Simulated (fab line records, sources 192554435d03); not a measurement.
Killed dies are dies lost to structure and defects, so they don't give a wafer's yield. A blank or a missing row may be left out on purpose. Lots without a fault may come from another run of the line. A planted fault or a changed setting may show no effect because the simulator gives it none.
fab line records | flow n5_finfet
record lots=6 wafers=17 last_day=17
route steps=1938 shown WELL_APT@27 BEOL_M4@1111
lots that met no fault: from a run of the same line without faults
start_h: hours from the record's first day to the start of the lot's first wafer shown | wait_h: hours since the lot's step before | " the same as in the row above | L1.1+2: a row that stands for several wafers | - no value, or no start given | * or withheld: withheld | < > ~ a bound
route shown NAME@n: a module of which the file shows steps, and the number in the route of the first | usual: mean/standard deviation of fault-free wafers | same: alike in all rows | chamber/n: place in a boat | sites: the reading at each site | _std_site: their standard deviation | _edge_site: outer sites' mean less inner sites' | radius_mm: how far each site lies from the wafer's centre | mask NAME#n: copy n | behind: the tool/chamber that last shaped the wafer | hold: why the lot was held/for how many hours/how that ended | device: the transistor (n, p or np) that didn't switch | end of line: the same wafers' tests at the end of the route | a step without rows: its recipe alone | killed: dies lost to structure and defects at the first sort, not the wafer's yield | map: a wafer's dies, x killed, . not, _ none there
set.NAME: the setting as run; set.NAME@STEP: as run at that earlier step | model.NAME: the simulator's own value behind a step, which no gauge read
lots at some steps of the route; a table a step, a row a wafer
services: from which hour (start_h, from the record's first day; less than 0 if before it) a tool's chamber was out of use, for how many hours, and why
## steps
# step N5_WELL_APT_HARDBAKE_12
# recipe temp_c=130 time_s=120
# step N5_WELL_APT_CD_MEAS_08
# recipe target_cd_nm=200 landing_energy_ev=500 detector=se_inlens
# usual cd_nm=199.7/1.6
# same landing_energy_ev=500
# columns lot.wafer tool chamber start_h wait_h cd_nm
L845.1 cd_sem-01 0 55.71 - 198.7
L845.4 " 0 " " 199.3
L845.6 " 0 " " 199.8
L849.3 cd_sem-01 0 79.85 - 199.8
L849.4 " 0 " " 196.8
L854.1 cd_sem-01 0 109.72 - 198.8
L854.2 " 0 " " 201.4
L854.4 " 0 " " 200.6
L855.2 cd_sem-03 0 115.69 - 198.3
L855.3 " 0 " " 196.8
L855.6 " 0 " " 197.0
L856.2 cd_sem-03 0 121.60 - 200.1
L856.4 " 0 " " 202.4
L856.5 " 0 " " 202.3
L859.2 cd_sem-01 0 139.71 - 198.7
L859.3 " 0 " " 199.5
L859.6 " 0 " " 196.4
# step N5_WELL_APT_OVL_MEAS_09
# recipe points_per_wafer=44
# usual NWELL_OVL=0/6.2
# columns lot.wafer tool chamber start_h wait_h NWELL_OVL[nm]
L845.1 overlay-02 0 55.74 0.0 4
L845.4 " 0 " " -5
L845.6 " 0 " " 1
L849.3 overlay-01 0 79.88 0.0 7
L849.4 " 0 " " 4
L854.1 overlay-01 0 109.75 0.0 0
L854.2 " 0 " " 0
L854.4 " 0 " " -1
L855.2 overlay-01 0 115.72 0.0 -7
L855.3 " 0 " " -9
L855.6 " 0 " " -8
L856.2 overlay-02 0 121.63 0.0 -9
L856.4 " 0 " " -1
L856.5 " 0 " " -5
L859.2 overlay-02 0 139.74 0.0 3
L859.3 " 0 " " 1
L859.6 " 0 " " 3
# step N5_WELL_APT_INSPECT_10
# recipe mode=adi inspect_instrument=macro
# usual raw_defect_count=2.3/1.6
# columns lot.wafer tool chamber start_h wait_h raw_defect_count
L845.1 defect_inspect-02 - 55.77 0.0 3
L845.4 " - " " 2
L845.6 " - " " 2
L849.3 defect_inspect-01 - 79.90 0.0 0
L849.4 " - " " 0
L854.1 defect_inspect-02 - 109.77 0.0 5
L854.2 " - " " 0
L854.4 " - " " 1
L855.2 defect_inspect-02 - 115.75 0.0 1
L855.3 " - " " 7
L855.6 " - " " 4
L856.2 defect_inspect-01 - 121.65 0.0 3
L856.4 " - " " 2
L856.5 " - " " 4
L859.2 defect_inspect-01 - 139.76 0.0 3
L859.3 " - " " 4
L859.6 " - " " 6
# step N5_WELL_APT_DESCUM_13
# recipe chemistry=O2 time_s=7.9 source_power_w=50 bias_power_w=20 pressure_mtorr=20 rf_frequency_hz=2.712e+07 temp_c=40 o2_flow_sccm=225
# usual drypump_motor_current_A=5.7/0.54 oes_product_au=0.84/0.087 rf_vpp_V=243.6/1.6 showerhead_plenum_p_Torr=2.12/0.089 throttle_valve_pct=20.38/0.17
# columns lot.wafer tool chamber start_h wait_h drypump_motor_current_A oes_product_au rf_hours_counter_h rf_vpp_V showerhead_plenum_p_Torr throttle_valve_pct
L845.1 rie_diel-06 2 55.83 0.1 5.4 0.99 0 245.0 2.24 20.44
L845.4 " 1 " " 6.6 0.85 71 240.6 2.03 20.43
L845.6 " 2 " " 5.4 1.00 - 243.8 2.24 20.43
L849.3 rie_diel-02 3 79.93 0.0 4.8 0.89 32 244.2 2.04 20.43
L849.4 " 0 " " 5.8 0.96 2 242.7 2.13 19.94
L854.1 rie_diel-02 3 110.63 0.9 4.7 0.87 45 241.8 2.04 20.45
L854.2 " 1 " " 5.6 0.88 35 244.0 2.13 20.18
L854.4 " 2 " " 5.8 0.84 53 246.6 2.24 20.40
L855.2 rie_diel-01 3 115.98 0.2 5.7 0.91 11 243.0 2.05 20.35
L855.3 " 0 " " 6.1 0.74 199 242.7 1.98 20.57
L855.6 " 1 " " 5.3 0.72 - 241.0 2.08 20.49
L856.2 rie_diel-01 0 122.71 1.1 6.1 0.73 203 241.8 1.98 20.58
L856.4 " 1 " " 5.3 0.72 192 242.6 2.08 20.49
L856.5 " 1 " " 5.3 0.72 - 242.0 2.08 20.48
L859.2 rie_diel-06 0 139.80 0.0 5.3 0.94 6 246.0 2.25 20.51
L859.3 " 3 " " 5.1 0.89 37 245.5 2.20 20.28
L859.6 " 1 " " 6.6 0.81 - 242.3 2.02 20.43
# step N5_WELL_APT_IMPLANT_14
# recipe species=P energy_kev=160 dose_cm2=1.5e+13 tilt_deg=0 rotation_deg=0
# step N5_WELL_APT_IMPLANT_15
# recipe species=As energy_kev=25 dose_cm2=1.5e+13 tilt_deg=0 rotation_deg=0
# step N5_WELL_APT_STRIP_16
# recipe chemistry=SPM time_s=900 temp_c=130 h2so4_h2o2_vol_ratio=4 dry=ipa_marangoni
# step N5_WELL_APT_HMDS_18
# recipe time_s=60 temp_c=120
# step N5_WELL_APT_COAT_19
# recipe spin_rpm=1357 resist_thk_nm=950
# step N5_WELL_APT_EBR_21
# recipe solvent=PGMEA ebr_width_mm=1.5
# step N5_WELL_APT_SOFTBAKE_20
# recipe temp_c=130 time_s=60
# step N5_WELL_APT_EXPOSE_22
# recipe mask_id=PWELL na=0.8 source_shape=conventional sigma_outer=0.8 polarization=unpolarized defocus_nm=0 target_cd_nm=200 dose_mj=23.2
# same sigma_outer=0.8
# columns lot.wafer tool chamber start_h wait_h mask model.WELL_APT.overlay_x_nm
L845.1+4+6 krf_scanner-01 0 56.82 - PWELL#0 -3.515
L849.3+4 krf_scanner-01 0 81.17 - PWELL#0 2.533
L854.1+2+4 krf_scanner-01 0 111.49 - PWELL#0 42.16
L855.2+3+6 krf_scanner-02 0 116.98 - PWELL#0 -0.6543
L856.2+4+5 krf_scanner-01 0 123.70 - PWELL#0 41.58
L859.2+3+6 krf_scanner-02 0 140.68 - PWELL#0 2.292
# step N5_WELL_APT_PEB_23
# recipe peb_temp_c=130 peb_time_s=90
# step N5_WELL_APT_DEVELOP_24
# recipe develop_time_s=45 rinse_liquid=surfactant_rinse dry=air_spin dev_temp_c=21
# step N5_WELL_APT_HARDBAKE_29
# recipe temp_c=130 time_s=120
# step N5_WELL_APT_CD_MEAS_25
# recipe target_cd_nm=200 landing_energy_ev=500 detector=se_inlens
# usual cd_nm=200.8/2
# same landing_energy_ev=500
# columns lot.wafer tool chamber start_h wait_h cd_nm
L845.1 cd_sem-01 0 56.99 - 200.2
L845.4 " 0 " " 199.4
L845.6 " 0 " " 202.6
L849.3 cd_sem-03 0 81.33 - 202.7
L849.4 " 0 " " 199.1
L854.1 cd_sem-01 0 111.66 - 202.5
L854.2 " 0 " " 203.7
L854.4 " 0 " " 202.6
L855.2 cd_sem-02 0 117.14 - 201.8
L855.3 " 0 " " 203.6
L855.6 " 0 " " 203.1
L856.2 cd_sem-02 0 123.87 - 202.2
L856.4 " 0 " " 202.7
L856.5 " 0 " " 202.1
L859.2 cd_sem-01 0 140.85 - 202.3
L859.3 " 0 " " 202.0
L859.6 " 0 " " 201.8
# step N5_WELL_APT_OVL_MEAS_26
# recipe points_per_wafer=44
# usual PWELL_OVL=0/4.7
# columns lot.wafer tool chamber start_h wait_h PWELL_OVL[nm]
L845.1 overlay-01 0 57.02 0.0 -5
L845.4 " 0 " " -6
L845.6 " 0 " " -5
L849.3 overlay-01 0 81.36 0.0 5
L849.4 " 0 " " 7
L854.1 overlay-01 0 111.69 0.0 40
L854.2 " 0 " " 38
L854.4 " 0 " " 39
L855.2 overlay-02 0 117.17 0.0 3
L855.3 " 0 " " 2
L855.6 " 0 " " 2
L856.2 overlay-02 0 123.90 0.0 45
L856.4 " 0 " " 41
L856.5 " 0 " " 38
L859.2 overlay-01 0 140.88 0.0 2
L859.3 " 0 " " 6
L859.6 " 0 " " -6
# step N5_WELL_APT_INSPECT_27
# recipe mode=adi inspect_instrument=macro
# usual raw_defect_count=2.1/1.6
# columns lot.wafer tool chamber start_h wait_h raw_defect_count
L845.1 defect_inspect-01 - 57.04 0.0 2
L845.4 " - " " 7
L845.6 " - " " 0
L849.3 defect_inspect-02 - 81.39 0.0 3
L849.4 " - " " 3
L854.1 defect_inspect-02 - 111.72 0.0 1
L854.2 " - " " 1
L854.4 " - " " 2
L855.2 defect_inspect-02 - 117.20 0.0 0
L855.3 " - " " 0
L855.6 " - " " 3
L856.2 defect_inspect-01 - 123.92 0.0 2
L856.4 " - " " 2
L856.5 " - " " 2
L859.2 defect_inspect-01 - 140.90 0.0 5
L859.3 " - " " 0
L859.6 " - " " 2
# step N5_BEOL_M4_RC_MEAS_101
# usual DIBL_N=36.1/1.5 DIBL_P=36.1/1.9 IOFF_N=0.159/0.029 IOFF_P=0.21/0.038 ION_N=675/11 ION_P=464/8.1 SS_N=71.5/0.57 SS_P=73.3/0.64 VT_N=249/3.1 VT_P=-250/3.8
# columns lot.wafer tool chamber start_h wait_h DIBL_N[mV/V] DIBL_P[mV/V] IOFF_N[nA/um] IOFF_P[nA/um] ION_N[uA/um] ION_P[uA/um] SS_N[mV/dec] SS_P[mV/dec] VT_N[mV] VT_P[mV]
L845.1 prober-01 0 201.14 0.0 33.2 32.1 0.116 0.15 665 456 70.8 72.6 253 -255
L845.4 " 0 " " 35.0 34.2 0.127 0.17 653 446 70.1 72.8 252 -253
L845.6 " 0 " " 33.6 32.7 0.116 0.15 658 450 70.3 72.0 256 -255
L849.3 prober-01 0 227.03 0.3 38.9 38.2 0.232 0.31 695 477 72.1 74.8 242 -240
L849.4 " 0 " " 37.5 37.0 0.194 0.28 686 480 72.1 74.1 246 -243
L854.1 prober-01 0 266.33 0.0 34.7 34.6 0.135 0.19 668 461 70.5 72.9 250 -252
L854.2 " 0 " " 37.2 38.2 0.185 0.26 678 470 71.8 73.7 246 -247
L854.4 " 0 " " 34.4 33.9 0.128 0.19 657 456 70.9 73.0 254 -251
L855.2 prober-01 0 269.68 0.2 38.5 38.9 0.187 0.21 665 456 72.4 73.6 249 -254
L855.3 " 0 " " 36.2 37.3 0.151 0.18 662 446 71.6 72.8 254 -256
L855.6 " 0 " " 37.5 38.5 0.180 0.20 678 460 72.7 73.3 248 -253
L856.2 prober-01 0 274.21 0.2 34.7 36.8 0.152 0.21 679 465 71.5 73.2 249 -249
L856.4 " 0 " " 37.4 40.7 0.218 0.29 696 479 72.7 74.3 245 -247
L856.5 " 0 " " 35.5 37.2 0.162 0.22 684 468 71.3 72.6 248 -247
L859.2 prober-02 0 300.79 0.2 36.5 37.5 0.160 0.21 679 460 71.0 74.1 250 -253
L859.3 " 0 " " 36.1 37.1 0.158 0.20 669 453 71.5 73.8 250 -253
L859.6 " 0 " " 34.9 36.2 0.147 0.19 671 456 71.0 73.5 249 -254
## services
# columns tool chamber start_h hours kind
rie_diel-06 2 32.75 - clean
rie_diel-06 2 32.75 - consumable_replace:focus_ring
rie_diel-06 2 32.75 - consumable_replace:showerhead
rie_diel-06 2 32.75 22.0 scheduled_down
rie_diel-06 2 32.75 22.0 vent_cycle
krf_scanner-01 - 37.04 0.8 pm
rie_diel-01 0 40.40 11.1 repair
krf_scanner-01 0 58.69 - calibration
rie_diel-01 3 59.68 14.2 repair
rie_diel-01 - 68.27 2.8 pm
rie_diel-02 1 68.50 2.2 repair
rie_diel-06 0 68.51 6.8 repair
rie_diel-01 3 73.94 - clean
rie_diel-01 3 73.94 - consumable_replace:focus_ring
rie_diel-01 3 73.94 15.8 scheduled_down
rie_diel-01 3 73.94 15.8 vent_cycle
rie_diel-06 2 83.58 4.7 repair
krf_scanner-01 - 89.67 1.3 pm
rie_diel-02 2 92.12 3.4 repair
krf_scanner-02 - 96.13 1.3 pm
rie_diel-06 - 104.51 28.1 pm
krf_scanner-02 - 122.25 4.4 pm
krf_scanner-01 - 130.81 1.0 pm
krf_scanner-02 - 131.82 1.0 pm
## key
first_sign step=N5_WELL_APT_OVL_MEAS_26 reading=PWELL_OVL direction=up sigmas=8.6 usual=0 struck=40
effect none on later readings
model_effect step=N5_WELL_APT_EXPOSE_22 value=WELL_APT.overlay_x_nm without=-0.862 struck=41.87
met_at N5_WELL_APT_EXPOSE_22
struck_wafers L854.1,L854.2,L854.4,L856.2,L856.4,L856.5
baseline_loss step=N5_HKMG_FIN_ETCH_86 wafers=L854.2
onset_between 81.17 111.49
fault kind=scanner_matching_overlay tool=krf_scanner-01 chamber=- onset_h=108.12 steps=N5_WELL_APT_EXPOSE_22 offset=42.733
# baseline_loss: these wafers lose ten dies or more at that step, a loss of the line's own and not of a fault; the sort's usual values leave them out
